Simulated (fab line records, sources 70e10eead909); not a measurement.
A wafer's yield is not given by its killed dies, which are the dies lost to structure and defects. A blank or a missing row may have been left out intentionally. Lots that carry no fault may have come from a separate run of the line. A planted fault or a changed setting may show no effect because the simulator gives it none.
Matching of chambers || flow nand_harc || NHARC_A_STAIRCASE_TRIM_220 on rie_diel-04 has 4 sister chambers
The step chemistry O2, time 211.2 s. 22 wafers are shown with their chamber, then 11 later ones without.

WAFERS PAIRED WITH THEIR CHAMBERS
{"wafer": "L076.2", "chamber": 0, "showerhead_plenum_p_Torr (Torr)": 3.74, "drypump_motor_current_A (A)": 5.8, "oes_product_au (a.u.)": 1.004}
{"wafer": "L076.5", "chamber": 3, "showerhead_plenum_p_Torr (Torr)": 3.59, "drypump_motor_current_A (A)": 5.7, "oes_product_au (a.u.)": 1.009}
{"wafer": "L076.6", "chamber": 2, "showerhead_plenum_p_Torr (Torr)": 3.58, "drypump_motor_current_A (A)": 5.7, "oes_product_au (a.u.)": 0.999}
{"wafer": "L075.1", "chamber": 1, "showerhead_plenum_p_Torr (Torr)": 3.71, "drypump_motor_current_A (A)": 5.5, "oes_product_au (a.u.)": 1.009}
{"wafer": "L075.2", "chamber": 0, "showerhead_plenum_p_Torr (Torr)": 3.74, "drypump_motor_current_A (A)": 5.8, "oes_product_au (a.u.)": 0.996}
{"wafer": "L075.5", "chamber": 0, "showerhead_plenum_p_Torr (Torr)": 3.74, "drypump_motor_current_A (A)": 5.8, "oes_product_au (a.u.)": 0.987}
{"wafer": "L081.1", "chamber": 3, "showerhead_plenum_p_Torr (Torr)": 3.58, "drypump_motor_current_A (A)": 5.6, "oes_product_au (a.u.)": 1.000}
{"wafer": "L081.4", "chamber": 0, "showerhead_plenum_p_Torr (Torr)": 3.73, "drypump_motor_current_A (A)": 5.8, "oes_product_au (a.u.)": 1.004}
{"wafer": "L081.5", "chamber": 2, "showerhead_plenum_p_Torr (Torr)": 3.57, "drypump_motor_current_A (A)": 5.7, "oes_product_au (a.u.)": 0.985}
{"wafer": "L082.1", "chamber": 0, "showerhead_plenum_p_Torr (Torr)": 3.73, "drypump_motor_current_A (A)": 5.8, "oes_product_au (a.u.)": 0.996}
{"wafer": "L082.2", "chamber": 1, "showerhead_plenum_p_Torr (Torr)": 3.70, "drypump_motor_current_A (A)": 5.4, "oes_product_au (a.u.)": 0.996}
{"wafer": "L082.3", "chamber": 2, "showerhead_plenum_p_Torr (Torr)": 3.57, "drypump_motor_current_A (A)": 5.7, "oes_product_au (a.u.)": 0.991}
{"wafer": "L085.2", "chamber": 2, "showerhead_plenum_p_Torr (Torr)": 3.56, "drypump_motor_current_A (A)": 5.6, "oes_product_au (a.u.)": 0.995}
{"wafer": "L085.3", "chamber": 3, "showerhead_plenum_p_Torr (Torr)": 3.57, "drypump_motor_current_A (A)": 5.6, "oes_product_au (a.u.)": 1.001}
{"wafer": "L085.6", "chamber": 0, "showerhead_plenum_p_Torr (Torr)": 3.72, "drypump_motor_current_A (A)": 5.8, "oes_product_au (a.u.)": 0.998}
{"wafer": "L084.1", "chamber": 0, "showerhead_plenum_p_Torr (Torr)": 3.72, "drypump_motor_current_A (A)": 5.8, "oes_product_au (a.u.)": 0.993}
{"wafer": "L084.2", "chamber": 2, "showerhead_plenum_p_Torr (Torr)": 3.56, "drypump_motor_current_A (A)": 5.7, "oes_product_au (a.u.)": 0.976}
{"wafer": "L084.5", "chamber": 1, "showerhead_plenum_p_Torr (Torr)": 3.69, "drypump_motor_current_A (A)": 5.5, "oes_product_au (a.u.)": 1.005}
{"wafer": "L087.3", "chamber": 1, "showerhead_plenum_p_Torr (Torr)": 3.69, "drypump_motor_current_A (A)": 5.5, "oes_product_au (a.u.)": 1.007}
{"wafer": "L087.4", "chamber": 0, "showerhead_plenum_p_Torr (Torr)": 3.72, "drypump_motor_current_A (A)": 5.8, "oes_product_au (a.u.)": 1.008}
{"wafer": "L087.6", "chamber": 3, "showerhead_plenum_p_Torr (Torr)": 3.57, "drypump_motor_current_A (A)": 5.7, "oes_product_au (a.u.)": 1.009}
{"wafer": "L091.1", "chamber": 3, "showerhead_plenum_p_Torr (Torr)": 3.56, "drypump_motor_current_A (A)": 5.6, "oes_product_au (a.u.)": 1.000}

SIGNATURES (means of the wafers above)
{"reading": "showerhead_plenum_p_Torr", "chamber 0": 3.7300, "chamber 1": 3.6975, "chamber 2": 3.5680, "chamber 3": 3.5740, "scatter within a chamber": 0.00965}
{"reading": "drypump_motor_current_A", "chamber 0": 5.800, "chamber 1": 5.475, "chamber 2": 5.680, "chamber 3": 5.640, "scatter within a chamber": 0.0391}
{"reading": "oes_product_au", "chamber 0": 0.99825, "chamber 1": 1.00425, "chamber 2": 0.98920, "chamber 3": 1.00380, "scatter within a chamber": 0.00683}
Rule: for a wafer and a chamber, the distance is found by dividing, reading by reading, the gap between the wafer's reading and the chamber's mean by the reading's scatter, squaring, summing and taking the root. If the next closest chamber is less than 2 further off than the closest, the wafer can't be placed; otherwise it belongs to the closest. The scatter: take each reading less its chamber's mean, square it, sum over the shown wafers, divide by the number of wafers less the number of chambers, and take the root.

WAFERS WHOSE CHAMBER IS MISSING
{"wafer": "L091.4", "showerhead_plenum_p_Torr (Torr)": 3.68, "drypump_motor_current_A (A)": 5.5, "oes_product_au (a.u.)": 0.988}
{"wafer": "L091.5", "showerhead_plenum_p_Torr (Torr)": 3.55, "drypump_motor_current_A (A)": 5.7, "oes_product_au (a.u.)": 0.988}
{"wafer": "L093.1", "showerhead_plenum_p_Torr (Torr)": 3.68, "drypump_motor_current_A (A)": 5.5, "oes_product_au (a.u.)": 0.998}
{"wafer": "L093.4", "showerhead_plenum_p_Torr (Torr)": 3.54, "drypump_motor_current_A (A)": 5.7, "oes_product_au (a.u.)": 0.987}
{"wafer": "L093.5", "showerhead_plenum_p_Torr (Torr)": 3.68, "drypump_motor_current_A (A)": 5.5, "oes_product_au (a.u.)": 0.980}
{"wafer": "L094.3", "showerhead_plenum_p_Torr (Torr)": 3.68, "drypump_motor_current_A (A)": 5.5, "oes_product_au (a.u.)": 0.984}
{"wafer": "L094.5", "showerhead_plenum_p_Torr (Torr)": 3.68, "drypump_motor_current_A (A)": 5.5, "oes_product_au (a.u.)": 0.987}
{"wafer": "L094.6", "showerhead_plenum_p_Torr (Torr)": 3.56, "drypump_motor_current_A (A)": 5.7, "oes_product_au (a.u.)": 1.004}
{"wafer": "L096.1", "showerhead_plenum_p_Torr (Torr)": 3.67, "drypump_motor_current_A (A)": 5.5, "oes_product_au (a.u.)": 0.985}
{"wafer": "L096.2", "showerhead_plenum_p_Torr (Torr)": 3.54, "drypump_motor_current_A (A)": 5.6, "oes_product_au (a.u.)": 0.987}
{"wafer": "L096.5", "showerhead_plenum_p_Torr (Torr)": 3.54, "drypump_motor_current_A (A)": 5.7, "oes_product_au (a.u.)": 1.001}

WHICH CHAMBER EACH WENT THROUGH
{"wafer": "L091.4", "from the rows above": 1, "in truth": 1}
{"wafer": "L091.5", "from the rows above": "can't be placed: 2 or 3", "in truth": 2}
{"wafer": "L093.1", "from the rows above": 1, "in truth": 1}
{"wafer": "L093.4", "from the rows above": "can't be placed: 2 or 3", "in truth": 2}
{"wafer": "L093.5", "from the rows above": 1, "in truth": 1}
{"wafer": "L094.3", "from the rows above": 1, "in truth": 1}
{"wafer": "L094.5", "from the rows above": 1, "in truth": 1}
{"wafer": "L094.6", "from the rows above": "can't be placed: 3 or 2", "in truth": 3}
{"wafer": "L096.1", "from the rows above": 1, "in truth": 1}
{"wafer": "L096.2", "from the rows above": "can't be placed: 2 or 3", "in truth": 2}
{"wafer": "L096.5", "from the rows above": "can't be placed: 2 or 3", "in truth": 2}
Placed correctly: 6 of 11. Can't be placed from these rows: 5 (the true chamber is among the candidates in 5). Number placed wrongly: 0.
